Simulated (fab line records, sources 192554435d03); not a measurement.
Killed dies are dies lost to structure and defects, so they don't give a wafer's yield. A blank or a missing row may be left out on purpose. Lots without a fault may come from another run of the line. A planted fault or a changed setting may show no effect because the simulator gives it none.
fab line records | flow n5_finfet
record lots=24 wafers=72 last_day=18
route steps=1938 shown MOL_CONTACT_COAG@624 BEOL_M0_SAQP@632
lots that met no fault: from a run of the same line without faults
start_h: hours from the record's first day to the start of the lot's first wafer shown | wait_h: hours since the lot's step before | " the same as in the row above | L1.1+2: a row that stands for several wafers | - no value, or no start given | * or withheld: withheld | < > ~ a bound
route shown NAME@n: a module of which the file shows steps, and the number in the route of the first | usual: mean/standard deviation of fault-free wafers | same: alike in all rows | chamber/n: place in a boat | sites: the reading at each site | _std_site: their standard deviation | _edge_site: outer sites' mean less inner sites' | radius_mm: how far each site lies from the wafer's centre | mask NAME#n: copy n | behind: the tool/chamber that last shaped the wafer | hold: why the lot was held/for how many hours/how that ended | device: the transistor (n, p or np) that didn't switch | end of line: the same wafers' tests at the end of the route | a step without rows: its recipe alone | killed: dies lost to structure and defects at the first sort, not the wafer's yield | map: a wafer's dies, x killed, . not, _ none there
set.NAME: the setting as run; set.NAME@STEP: as run at that earlier step | model.NAME: the simulator's own value behind a step, which no gauge read
steps of the route over a sample of lots; a table a step, a row a wafer
services: from which hour (start_h, from the record's first day; less than 0 if before it) a tool's chamber was out of use, for how many hours, and why
## steps
# step N5_MOL_CONTACT_COAG_CVD_140
# recipe material=W target_thk_a=665 mode=selective_fill temp_c=300 time_s=215
# usual heater_power_w=469/76
# columns lot.wafer tool chamber start_h wait_h heater_power_w
L074.4 cvd_w-01 0 102.25 0.1 483
L074.5 " 0 " " 491
L074.6 " 1 " " 372
L075.1 cvd_w-01 1 108.86 0.1 365
L075.2 " 0 " " 487
L075.6 " 0 " " 488
L076.3 cvd_w-01 1 113.08 0.1 368
L076.4 " 0 " " 490
L076.5 " 1 " " 371
L077.2 cvd_w-01 0 118.66 0.1 481
L077.3 " 0 " " 500
L077.6 " 1 " " 364
L078.1 cvd_w-02 1 129.61 0.1 496
L078.3 " 0 " " 597
L078.6 " 1 " " 486
L079.3 cvd_w-01 0 132.51 0.1 481
L079.4 " 1 " " 366
L079.6 " 1 " " 379
L080.1 cvd_w-02 1 141.66 0.1 517
L080.4 " 0 " " 565
L080.5 " 0 " " 583
L081.1 cvd_w-01 0 145.59 0.1 497
L081.3 " 1 " " 378
L081.5 " 1 " " 370
L082.1 cvd_w-01 0 148.31 0.1 487
L082.2 " 1 " " 370
L082.3 " 1 " " 377
L083.2 cvd_w-01 1 155.94 0.1 372
L083.3 " 0 " " 490
L083.5 " 1 " " 360
L084.1 cvd_w-01 1 159.84 0.1 373
L084.3 " 1 " " 367
L084.6 " 1 " " 372
L085.3 cvd_w-02 0 172.28 0.1 570
L085.4 " 1 " " 490
L085.6 " 1 " " 505
L086.1 cvd_w-01 0 173.21 0.1 488
L086.4 " 1 " " 370
L086.5 " 1 " " 377
L087.2 cvd_w-02 0 182.90 0.1 586
L087.5 " 0 " " 583
L087.6 " 1 " " 506
L088.3 cvd_w-02 1 188.28 0.1 499
L088.4 " 0 " " 580
L088.6 " 0 " " 575
L089.3 cvd_w-01 0 189.62 0.1 469
L089.4 " 1 " " 375
L089.6 " 0 " " 495
L090.2 cvd_w-01 1 199.43 0.1 371
L090.4 " 0 " " 480
L090.6 " 1 " " 379
L091.1 cvd_w-01 0 204.12 0.1 494
L091.3 " 1 " " 382
L091.6 " 1 " " 380
L092.2 cvd_w-01 1 208.51 0.1 371
L092.4 " 1 " " 370
L092.6 " 1 " " 370
L093.1 cvd_w-02 1 211.03 0.1 514
L093.2 " 0 " " 601
L093.5 " 0 " " 583
L094.1 cvd_w-02 0 225.85 0.1 588
L094.2 " 1 " " 510
L094.6 " 1 " " 504
L095.1 cvd_w-01 1 231.45 0.1 370
L095.3 " 0 " " 494
L095.5 " 1 " " 388
L096.1 cvd_w-01 0 234.56 0.1 498
L096.2 " 1 " " 372
L096.3 " 0 " " 503
L097.2 cvd_w-02 0 242.71 0.1 594
L097.4 " 1 " " 501
L097.6 " 0 " " 595
# step N5_BEOL_M0_SAQP_PECVD_00
# recipe material=SiCN target_thk_a=80 temp_c=withheld precursor=3MS/NH3 pressure_torr=3 rf_w=202 time_s=14
# usual showerhead_plenum_p_Torr=3.670/0.011 throttle_valve_pct=8.9/0.4
# columns lot.wafer tool chamber start_h wait_h showerhead_plenum_p_Torr throttle_valve_pct
L074.4 pecvd-01 2 106.18 0.1 3.674 8.7
L074.5 " 0 " " 3.674 8.4
L074.6 " 1 " " 3.668 9.0
L075.1 pecvd-01 1 112.88 0.2 3.678 8.9
L075.2 " 2 " " 3.668 8.8
L075.6 " 0 " " 3.685 8.2
L076.3 pecvd-04 0 117.01 0.1 3.682 9.1
L076.4 " 2 " " 3.651 9.7
L076.5 " 1 " " 3.672 9.3
L077.2 pecvd-02 0 122.68 0.2 3.661 9.4
L077.3 " 1 " " 3.660 8.9
L077.6 " 1 " " 3.668 8.8
L078.1 pecvd-04 1 133.62 0.2 3.681 9.1
L078.3 " 1 " " 3.671 9.4
L078.6 " 1 " " 3.663 9.1
L079.3 pecvd-04 0 136.64 0.1 3.694 9.2
L079.4 " 1 " " 3.672 9.0
L079.6 " 0 " " 3.685 9.5
L080.1 pecvd-02 0 145.68 0.2 3.653 9.3
L080.4 " 1 " " 3.671 8.9
L080.5 " 2 " " 3.654 8.3
L081.1 pecvd-01 0 149.60 0.2 3.676 8.4
L081.3 " 2 " " 3.681 8.7
L081.5 " 1 " " 3.669 9.2
L082.1 pecvd-01 1 152.59 0.2 3.667 8.7
L082.2 " 0 " " 3.687 8.1
L082.3 " 2 " " 3.677 8.8
L083.2 pecvd-01 1 159.94 0.2 3.673 9.0
L083.3 " 2 " " 3.671 8.8
L083.5 " 1 " " 3.677 9.2
L084.1 pecvd-01 2 163.86 0.2 3.668 8.8
L084.3 " 1 " " 3.677 9.0
L084.6 " 1 " " 3.680 9.1
L085.3 pecvd-02 1 176.20 0.1 3.669 8.8
L085.4 " 2 " " 3.654 8.7
L085.6 " 1 " " 3.665 9.0
L086.1 pecvd-04 2 179.21 0.2 3.659 9.5
L086.4 " 2 " " 3.656 9.6
L086.5 " 0 " " 3.696 9.2
L087.2 pecvd-01 1 186.90 0.2 3.667 9.2
L087.5 " 2 " " 3.673 8.9
L087.6 " 0 " " 3.663 8.4
L088.3 pecvd-04 0 192.39 0.1 3.677 9.4
L088.4 " 2 " " 3.658 9.6
L088.6 " 0 " " 3.676 9.2
L089.3 pecvd-01 1 195.39 0.1 3.668 9.1
L089.4 " 1 " " 3.675 9.1
L089.6 " 0 " " 3.686 8.4
L090.2 pecvd-02 1 203.44 0.2 3.659 8.7
L090.4 " 1 " " 3.660 8.8
L090.6 " 1 " " 3.668 9.0
L091.1 pecvd-01 0 208.14 0.2 3.679 8.4
L091.3 " 1 " " 3.672 9.0
L091.6 " 0 " " 3.671 8.5
L092.2 pecvd-02 1 212.52 0.2 3.657 8.4
L092.4 " 1 " " 3.662 8.7
L092.6 " 1 " " 3.660 8.6
L093.1 pecvd-04 0 215.53 0.2 3.688 9.3
L093.2 " 1 " " 3.661 9.0
L093.5 " 1 " " 3.673 9.4
L094.1 pecvd-04 0 229.84 0.2 3.685 9.4
L094.2 " 0 " " 3.693 9.2
L094.6 " 0 " " 3.691 9.3
L095.1 pecvd-02 0 235.46 0.2 3.656 9.4
L095.3 " 1 " " 3.659 8.6
L095.5 " 0 " " 3.655 9.1
L096.1 pecvd-01 0 238.55 0.2 3.673 8.2
L096.2 " 2 " " 3.670 9.1
L096.3 " 1 " " 3.673 9.0
L097.2 pecvd-01 2 246.71 0.2 3.664 8.7
L097.4 " 2 " " 3.674 8.9
L097.6 " 0 " " 3.677 8.2
# step N5_BEOL_M0_SAQP_OVL_MEAS_15
# recipe points_per_wafer=44
# usual M0_CORE_OVL=0.4/0.75
# columns lot.wafer tool chamber start_h wait_h M0_CORE_OVL[nm]
L074.4 overlay-01 0 107.62 0.0 0.2
L074.5 " 0 " " 0.7
L074.6 " 0 " " 0.7
L075.1 overlay-01 0 113.85 0.0 -0.4
L075.2 " 0 " " 0.5
L075.6 " 0 " " 1.0
L076.3 overlay-01 0 118.25 0.0 0.1
L076.4 " 0 " " 1.1
L076.5 " 0 " " 0.4
L077.2 overlay-01 0 123.51 0.0 0.2
L077.3 " 0 " " 0.0
L077.6 " 0 " " 1.1
L078.1 overlay-02 0 135.52 0.0 0.9
L078.3 " 0 " " 0.6
L078.6 " 0 " " 0.1
L079.3 overlay-01 0 138.88 0.0 1.3
L079.4 " 0 " " 0.7
L079.6 " 0 " " 0.5
L080.1 overlay-01 0 146.62 0.0 2.0
L080.4 " 0 " " 0.7
L080.5 " 0 " " 1.4
L081.1 overlay-02 0 150.85 0.0 -0.7
L081.3 " 0 " " -0.7
L081.5 " 0 " " -0.9
L082.1 overlay-01 0 154.06 0.0 1.3
L082.2 " 0 " " -0.2
L082.3 " 0 " " 0.3
L083.2 overlay-01 0 162.77 0.0 -0.7
L083.3 " 0 " " -0.7
L083.5 " 0 " " -1.3
L084.1 overlay-01 0 166.63 0.0 -0.5
L084.3 " 0 " " -0.7
L084.6 " 0 " " 0.4
L085.3 overlay-02 0 177.44 0.0 -1.1
L085.4 " 0 " " 0.2
L085.6 " 0 " " 0.7
L086.1 overlay-01 0 181.01 0.0 2.1
L086.4 " 0 " " 0.8
L086.5 " 0 " " 1.6
L087.2 overlay-02 0 189.30 0.0 0.3
L087.5 " 0 " " 1.9
L087.6 " 0 " " 0.5
L088.3 overlay-01 0 194.13 0.0 -0.6
L088.4 " 0 " " 0.9
L088.6 " 0 " " 0.4
L089.3 overlay-02 0 198.24 0.0 1.5
L089.4 " 0 " " 1.3
L089.6 " 0 " " 0.8
L090.2 overlay-01 0 204.51 0.0 -0.5
L090.4 " 0 " " 1.2
L090.6 " 0 " " 1.3
L091.1 overlay-01 0 209.52 0.0 0.2
L091.3 " 0 " " -0.7
L091.6 " 0 " " 0.1
L092.2 overlay-02 0 213.78 0.0 0.9
L092.4 " 0 " " 0.4
L092.6 " 0 " " 0.5
L093.1 overlay-02 0 217.00 0.0 -1.0
L093.2 " 0 " " 0.7
L093.5 " 0 " " -1.2
L094.1 overlay-02 0 231.82 0.0 0.5
L094.2 " 0 " " 0.8
L094.6 " 0 " " 0.9
L095.1 overlay-02 0 236.74 0.0 0.1
L095.3 " 0 " " 1.4
L095.5 " 0 " " 0.6
L096.1 overlay-01 0 240.33 0.0 0.5
L096.2 " 0 " " -1.2
L096.3 " 0 " " 0.7
L097.2 overlay-02 0 248.27 0.0 0.7
L097.4 " 0 " " 0.2
L097.6 " 0 " " 0.9
# step N5_BEOL_M0_SAQP_ETCH_84
# recipe chemistry=N2/H2 target=SOC target_depth_a=1000 overetch_a=200 mask_material=SiARC temp_c=40 time_s=150 ion_energy_ev=200 pressure_mtorr=30 source_w=840 bias_w=150 n2_flow_sccm=200 h2_flow_sccm=200
# usual drypump_motor_current_A=5.7/0.38 n2_flow_sccm=200.0/0.56 oes_product_au=0.69/0.081 rf_vpp_V=524.2/2.2 showerhead_plenum_p_Torr=2.55/0.072 throttle_valve_pct=17.80/0.23
# columns lot.wafer tool chamber start_h wait_h drypump_motor_current_A n2_flow_sccm oes_product_au rf_hours_counter_h rf_vpp_V showerhead_plenum_p_Torr throttle_valve_pct
L074.4 rie_diel-06 1 107.77 0.0 5.5 199.2 0.61 217 523.6 2.53 17.83
L074.5 " 0 " " 5.9 199.7 0.64 - 523.0 2.50 17.94
L074.6 " 1 " " 5.5 199.1 0.61 - 522.7 2.53 17.85
L075.1 rie_diel-06 3 113.99 0.0 5.5 200.2 0.82 13 525.9 2.58 17.43
L075.2 " 0 " " 5.9 199.7 0.62 231 522.7 2.50 17.95
L075.6 " 0 " " 5.9 200.0 0.63 - 524.1 2.49 17.94
L076.3 rie_diel-01 1 118.39 0.0 6.4 200.3 0.82 17 523.3 2.49 17.56
L076.4 " 2 " " 5.6 200.1 0.66 166 522.2 2.55 17.82
L076.5 " 0 " " 5.4 199.1 0.74 - 524.2 2.56 17.87
L077.2 rie_diel-01 0 123.65 0.0 5.4 199.6 0.72 70 524.5 2.56 17.84
L077.3 " 2 " " 5.6 199.8 0.66 168 523.6 2.55 17.80
L077.6 " 2 " " 5.6 199.4 0.66 - 523.4 2.55 17.79
L078.1 rie_diel-06 0 135.66 0.0 5.9 199.3 0.63 237 522.3 2.49 17.96
L078.3 " 3 " " 5.5 200.2 0.81 20 525.8 2.57 17.43
L078.6 " 2 " " 5.2 199.8 0.65 - 526.4 2.65 18.10
L079.3 rie_diel-01 0 139.02 0.0 5.4 200.7 0.72 74 525.3 2.56 17.87
L079.4 " 3 " " 5.9 199.5 0.75 93 528.2 2.65 17.57
L079.6 " 0 " " 5.4 200.4 0.72 - 525.2 2.56 17.87
L080.1 rie_diel-06 2 146.77 0.0 5.2 199.8 0.64 179 527.7 2.65 18.10
L080.4 " 0 " " 5.9 199.4 0.63 240 522.5 2.49 17.96
L080.5 " 0 " " 6.0 199.5 0.62 - 522.8 2.49 17.96
L081.1 rie_diel-06 0 151.00 0.0 6.0 199.9 0.63 242 520.9 2.49 17.96
L081.3 " 1 " " 5.5 199.6 0.61 230 521.7 2.53 17.87
L081.5 " 0 " " 6.0 200.5 0.62 - 523.9 2.49 17.96
L082.1 rie_diel-02 1 154.21 0.0 5.2 199.9 0.68 151 521.8 2.45 17.59
L082.2 " 0 " " 5.9 199.9 0.62 224 519.6 2.39 18.20
L082.3 " 3 " " 6.4 199.4 0.62 215 522.4 2.50 17.83
L083.2 rie_diel-02 2 162.92 0.0 5.8 201.5 0.65 184 525.2 2.65 18.03
L083.3 " 1 " " 5.2 200.8 0.68 154 520.3 2.45 17.59
L083.5 " 3 " " 6.4 200.1 0.60 - 523.3 2.50 17.83
L084.1 rie_diel-06 1 166.84 0.0 5.5 200.1 0.61 234 522.3 2.52 17.88
L084.3 " 0 " " 5.9 199.3 0.62 247 525.0 2.49 17.97
L084.6 " 3 " " 5.5 199.7 0.80 - 525.1 2.57 17.47
L085.3 rie_diel-02 1 179.33 0.0 5.2 200.7 0.68 160 520.5 2.44 17.59
L085.4 " 2 " " 5.8 199.3 0.64 190 527.3 2.64 18.05
L085.6 " 3 " " 6.4 200.4 0.61 - 521.5 2.49 17.85
L086.1 rie_diel-01 2 181.74 0.0 5.6 199.9 0.65 180 523.2 2.54 17.84
L086.4 " 3 " " 5.9 200.0 0.75 101 526.9 2.65 17.61
L086.5 " 1 " " 6.5 200.6 0.80 - 524.3 2.48 17.58
L087.2 rie_diel-06 3 189.44 0.0 5.5 200.4 0.78 38 524.9 2.57 17.49
L087.5 " 3 " " 5.5 200.6 0.78 - 526.0 2.57 17.49
L087.6 " 2 " " 5.2 200.4 0.64 - 525.9 2.64 18.14
L088.3 rie_diel-02 0 194.27 0.0 5.9 200.8 0.61 238 518.6 2.39 18.21
L088.4 " 3 " " 6.4 200.0 0.60 228 522.9 2.49 17.84
L088.6 " 3 " " 6.4 199.6 0.60 - 524.0 2.49 17.85
L089.3 rie_diel-01 2 198.89 0.0 5.6 199.6 0.64 186 523.4 2.54 17.83
L089.4 " 0 " " 5.4 200.1 0.71 88 524.4 2.55 17.90
L089.6 " 1 " " 6.4 200.8 0.79 - 520.9 2.48 17.61
L090.2 rie_diel-06 3 204.65 0.0 5.5 199.9 0.77 44 524.6 2.56 17.49
L090.4 " 2 " " 5.2 199.2 0.64 199 525.2 2.64 18.12
L090.6 " 2 " " 5.2 199.0 0.64 - 527.3 2.64 18.16
L091.1 rie_diel-06 2 209.66 0.0 5.2 199.0 0.64 201 526.4 2.64 18.14
L091.3 " 3 " " 5.5 198.9 0.77 46 524.4 2.56 17.51
L091.6 " 0 " " 5.9 200.4 0.86 - 521.9 2.48 17.64
L092.2 rie_diel-01 0 214.03 0.0 5.4 199.2 0.71 93 525.7 2.55 17.92
L092.4 " 2 " " 5.6 200.3 0.64 191 524.6 2.54 17.83
L092.6 " 3 " " 5.9 200.7 0.73 - 526.1 2.64 17.60
L093.1 rie_diel-06 0 217.14 0.0 5.9 200.5 0.84 7 522.3 2.48 17.68
L093.2 " 2 " " 5.2 200.5 0.63 204 525.9 2.64 18.14
L093.5 " 0 " " 5.9 199.6 0.84 - 524.2 2.48 17.69
L094.1 rie_diel-06 2 231.96 0.0 5.2 200.1 0.63 209 526.7 2.64 18.16
L094.2 " 1 " " 5.5 199.4 0.88 1 522.8 2.52 17.47
L094.6 " 0 " " 5.9 199.6 0.83 - 523.4 2.48 17.65
L095.1 rie_diel-06 3 237.14 0.0 5.5 199.8 0.76 55 525.9 2.56 17.53
L095.3 " 1 " " 5.5 200.0 0.88 3 521.8 2.52 17.50
L095.5 " 2 " " 5.2 199.8 0.63 - 525.6 2.64 18.14
L096.1 rie_diel-02 2 240.65 0.0 5.8 199.0 0.63 211 525.4 2.64 18.06
L096.2 " 3 " " 6.4 198.7 0.59 245 522.9 2.49 17.88
L096.3 " 1 " " 5.2 199.6 0.66 181 521.3 2.44 17.64
L097.2 rie_diel-01 0 248.74 0.0 5.4 199.9 0.69 104 525.2 2.54 17.92
L097.4 " 1 " " 6.4 200.8 0.77 55 521.6 2.47 17.60
L097.6 " 3 " " 5.9 200.3 0.72 - 527.7 2.64 17.63
# step N5_BEOL_M0_SAQP_RECESS_114
# recipe chemistry=HF/NH3 target=SiO2 target_depth_a=144 afs_cycles=3 temp_c=30 sublimation_temp_c=180 sublimation_time_s=60
# usual drypump_motor_current_A=6.0/0.33
# columns lot.wafer tool chamber start_h wait_h drypump_motor_current_A
L074.4 vapor_etch-01 0 108.36 0.2 5.8
L074.5 " 0 " " 5.8
L074.6 " 1 " " 6.0
L075.1 vapor_etch-02 0 114.41 0.0 6.4
L075.2 " 1 " " 5.6
L075.6 " 1 " " 5.6
L076.3 vapor_etch-02 1 118.93 0.1 5.6
L076.4 " 0 " " 6.4
L076.5 " 1 " " 5.6
L077.2 vapor_etch-02 0 124.07 0.0 6.4
L077.3 " 1 " " 5.6
L077.6 " 1 " " 5.6
L078.1 vapor_etch-02 1 136.09 0.0 5.6
L078.3 " 1 " " 5.6
L078.6 " 0 " " 6.4
L079.3 vapor_etch-01 1 139.56 0.1 6.0
L079.4 " 0 " " 5.8
L079.6 " 0 " " 5.8
L080.1 vapor_etch-02 0 147.20 0.0 6.4
L080.4 " 1 " " 5.7
L080.5 " 1 " " 5.7
L081.1 vapor_etch-02 0 151.73 0.0 6.4
L081.3 " 1 " " 5.7
L081.5 " 0 " " 6.4
L082.1 vapor_etch-02 1 154.63 0.0 5.6
L082.2 " 0 " " 6.4
L082.3 " 0 " " 6.4
L083.2 vapor_etch-02 1 163.34 0.0 5.6
L083.3 " 0 " " 6.4
L083.5 " 1 " " 5.6
L084.1 vapor_etch-01 1 167.41 0.0 6.0
L084.3 " 1 " " 6.0
L084.6 " 0 " " 5.8
L085.3 vapor_etch-02 1 179.99 0.1 5.6
L085.4 " 0 " " 6.4
L085.6 " 1 " " 5.6
L086.1 vapor_etch-01 1 182.22 0.0 6.0
L086.4 " 0 " " 5.8
L086.5 " 1 " " 6.0
L087.2 vapor_etch-01 1 189.86 0.0 6.0
L087.5 " 1 " " 6.0
L087.6 " 0 " " 5.8
L088.3 vapor_etch-02 1 194.81 0.1 5.6
L088.4 " 0 " " 6.4
L088.6 " 0 " " 6.4
L089.3 vapor_etch-02 0 199.52 0.1 6.4
L089.4 " 1 " " 5.7
L089.6 " 1 " " 5.7
L090.2 vapor_etch-02 1 205.12 0.1 5.6
L090.4 " 1 " " 5.6
L090.6 " 0 " " 6.4
L091.1 vapor_etch-02 0 210.08 0.0 6.4
L091.3 " 0 " " 6.4
L091.6 " 1 " " 5.6
L092.2 vapor_etch-01 0 214.45 0.0 5.8
L092.4 " 0 " " 5.8
L092.6 " 0 " " 5.8
L093.1 vapor_etch-02 0 217.56 0.0 6.4
L093.2 " 1 " " 5.6
L093.5 " 0 " " 6.4
L094.1 vapor_etch-02 0 232.42 0.0 6.4
L094.2 " 1 " " 5.7
L094.6 " 1 " " 5.7
L095.1 vapor_etch-02 1 237.69 0.0 5.7
L095.3 " 1 " " 5.6
L095.5 " 0 " " 6.4
L096.1 vapor_etch-01 1 241.08 0.0 6.0
L096.2 " 0 " " 5.7
L096.3 " 1 " " 6.0
L097.2 vapor_etch-02 0 249.16 0.0 6.4
L097.4 " 1 " " 5.7
L097.6 " 0 " " 6.4
# step N5_BEOL_M0_SAQP_MANDREL_ETCH_103
# recipe chemistry=HBr/Cl2 target=a-Si target_depth_a=450 bt_time_s=10 stop_on=SiCN mask_material=SiO2 over_etch_frac=0.8 time_s=27 pressure_mtorr=10 icp_w=800 bias_w=75 HBr_flow_sccm=150 Cl2_flow_sccm=80 ends=end_point
# usual HBr_flow_sccm=150.0/0.44 drypump_motor_current_A=5.6/0.34 oes_product_au=0.682/0.013 throttle_valve_pct=35.43/0.27
# columns lot.wafer tool chamber start_h wait_h HBr_flow_sccm drypump_motor_current_A oes_product_au rf_hours_counter_h throttle_valve_pct
L074.4 rie_si-04 0 109.73 0.0 149.9 5.0 0.671 18 35.26
L074.5 " 0 " " 149.6 5.0 0.675 - 35.26
L074.6 " 3 " " 149.7 5.5 0.693 - 35.63
L075.1 rie_si-06 3 115.64 0.0 150.3 6.3 0.672 112 35.08
L075.2 " 0 " " 149.2 5.2 0.684 89 36.07
L075.6 " 1 " " 149.7 5.5 0.688 - 35.52
L076.3 rie_si-06 2 120.11 0.0 149.9 5.3 0.668 88 35.29
L076.4 " 3 " " 150.2 6.3 0.674 112 35.09
L076.5 " 2 " " 149.2 5.3 0.683 - 35.31
L077.2 rie_si-01 3 125.30 0.0 150.5 5.7 0.668 113 34.95
L077.3 " 1 " " 149.9 5.4 0.685 60 35.34
L077.6 " 3 " " 151.7 5.7 0.682 - 34.94
L078.1 rie_si-04 0 137.33 0.0 149.2 5.0 0.662 18 35.31
L078.3 " 2 " " 150.6 5.4 0.691 16 35.58
L078.6 " 0 " " 149.8 5.0 0.681 - 35.28
L079.3 rie_si-01 3 141.85 0.0 149.8 5.7 0.659 113 34.98
L079.4 " 1 " " 150.2 5.5 0.691 60 35.34
L079.6 " 1 " " 150.0 5.5 0.677 - 35.34
L080.1 rie_si-04 3 148.44 0.0 150.1 5.4 0.682 134 35.64
L080.4 " 2 " " 149.9 5.4 0.701 16 35.55
L080.5 " 1 " " 149.9 5.8 0.710 - 35.36
L081.1 rie_si-06 1 153.62 0.0 150.2 5.5 0.687 7 35.53
L081.3 " 2 " " 149.5 5.3 0.679 88 35.31
L081.5 " 1 " " 149.7 5.5 0.696 - 35.54
L082.1 rie_si-01 1 155.92 0.0 149.8 5.5 0.670 60 35.36
L082.2 " 3 " " 150.1 5.7 0.670 114 34.97
L082.3 " 2 " " 149.8 5.9 0.677 50 35.26
L083.2 rie_si-01 3 164.58 0.0 150.8 5.7 0.678 114 34.96
L083.3 " 1 " " 150.9 5.5 0.687 60 35.34
L083.5 " 0 " " 150.1 6.2 0.671 - 35.75
L084.1 rie_si-01 0 169.43 0.0 149.4 6.2 0.662 27 35.77
L084.3 " 3 " " 150.4 5.7 0.675 114 34.97
L084.6 " 1 " " 150.4 5.4 0.683 - 35.32
L085.3 rie_si-06 3 181.48 0.0 149.9 6.3 0.677 113 35.09
L085.4 " 2 " " 149.9 5.3 0.680 89 35.30
L085.6 " 2 " " 149.5 5.3 0.678 - 35.31
L086.1 rie_si-01 1 183.95 0.0 149.6 5.5 0.691 61 35.32
L086.4 " 3 " " 150.4 5.7 0.690 114 34.94
L086.5 " 2 " " 149.9 5.9 0.688 - 35.23
L087.2 rie_si-01 1 191.10 0.0 150.1 5.5 0.690 61 35.34
L087.5 " 0 " " 149.4 6.2 0.676 - 35.77
L087.6 " 3 " " 149.6 5.7 0.686 - 34.92
L088.3 rie_si-04 2 195.93 0.0 150.5 5.4 0.691 17 35.58
L088.4 " 3 " " 150.6 5.4 0.689 135 35.63
L088.6 " 0 " " 150.1 5.1 0.666 - 35.27
L089.3 rie_si-04 3 200.64 0.0 149.7 5.4 0.669 135 35.69
L089.4 " 2 " " 150.2 5.4 0.688 17 35.60
L089.6 " 2 " " 149.4 5.4 0.701 - 35.57
L090.2 rie_si-01 1 206.36 0.0 150.5 5.4 0.681 61 35.37
L090.4 " 0 " " 150.0 6.2 0.671 28 35.78
L090.6 " 1 " " 150.5 5.4 0.681 - 35.34
L091.1 rie_si-01 0 211.47 0.0 149.6 6.2 0.647 28 35.80
L091.3 " 2 " " 150.1 5.9 0.669 51 35.27
L091.6 " 2 " " 150.2 5.9 0.670 - 35.27
L092.2 rie_si-06 1 215.77 0.0 150.3 5.5 0.682 8 35.56
L092.4 " 0 " " 149.9 5.2 0.675 91 36.07
L092.6 " 1 " " 150.2 5.5 0.692 - 35.54
L093.1 rie_si-06 3 218.87 0.0 150.2 6.3 0.665 113 35.10
L093.2 " 2 " " 150.5 5.3 0.684 90 35.30
L093.5 " 1 " " 150.6 5.5 0.693 - 35.53
L094.1 rie_si-04 2 233.72 0.0 149.7 5.4 0.694 18 35.56
L094.2 " 0 " " 150.1 5.1 0.667 20 35.28
L094.6 " 2 " " 149.9 5.4 0.710 - 35.56
L095.1 rie_si-04 0 239.00 0.0 150.5 5.0 0.668 20 35.28
L095.3 " 2 " " 149.8 5.4 0.707 18 35.57
L095.5 " 2 " " 150.7 5.4 0.688 - 35.57
L096.1 rie_si-04 0 242.38 0.0 149.8 5.0 0.670 20 35.29
L096.2 " 1 " " 149.9 5.7 0.699 60 35.38
L096.3 " 2 " " 150.0 5.4 0.694 18 35.57
L097.2 rie_si-04 0 250.39 0.0 150.6 5.0 0.660 20 35.28
L097.4 " 2 " " 150.4 5.4 0.707 18 35.56
L097.6 " 1 " " 149.4 5.8 0.709 - 35.34
## services
# columns tool chamber start_h hours kind
rie_diel-01 1 107.72 3.6 repair
rie_si-01 0 120.85 14.7 repair
vapor_etch-02 1 124.84 0.8 repair
cvd_w-01 - 127.09 1.6 repair
pecvd-04 2 131.19 15.6 repair
vapor_etch-02 0 141.99 2.5 repair
pecvd-04 2 154.24 4.7 repair
cvd_w-02 1 154.68 12.9 repair
cvd_w-02 - 156.83 6.0 pm
rie_si-04 0 157.49 14.8 repair
cvd_w-01 1 160.62 2.1 repair
pecvd-01 1 160.64 3.2 repair
rie_diel-06 2 162.47 4.1 repair
rie_si-06 - 164.10 0.5 repair
rie_diel-01 - 165.45 15.6 pm
pecvd-01 2 166.23 2.9 repair
cvd_w-01 - 188.00 0.3 repair
cvd_w-02 1 196.92 10.5 repair
pecvd-04 0 208.94 1.9 repair
pecvd-04 1 216.87 14.9 repair
pecvd-01 - 218.27 14.1 repair
pecvd-04 - 222.72 0.5 repair
cvd_w-01 - 243.31 1.2 repair
pecvd-01 - 249.84 0.6 repair
## key
fault none
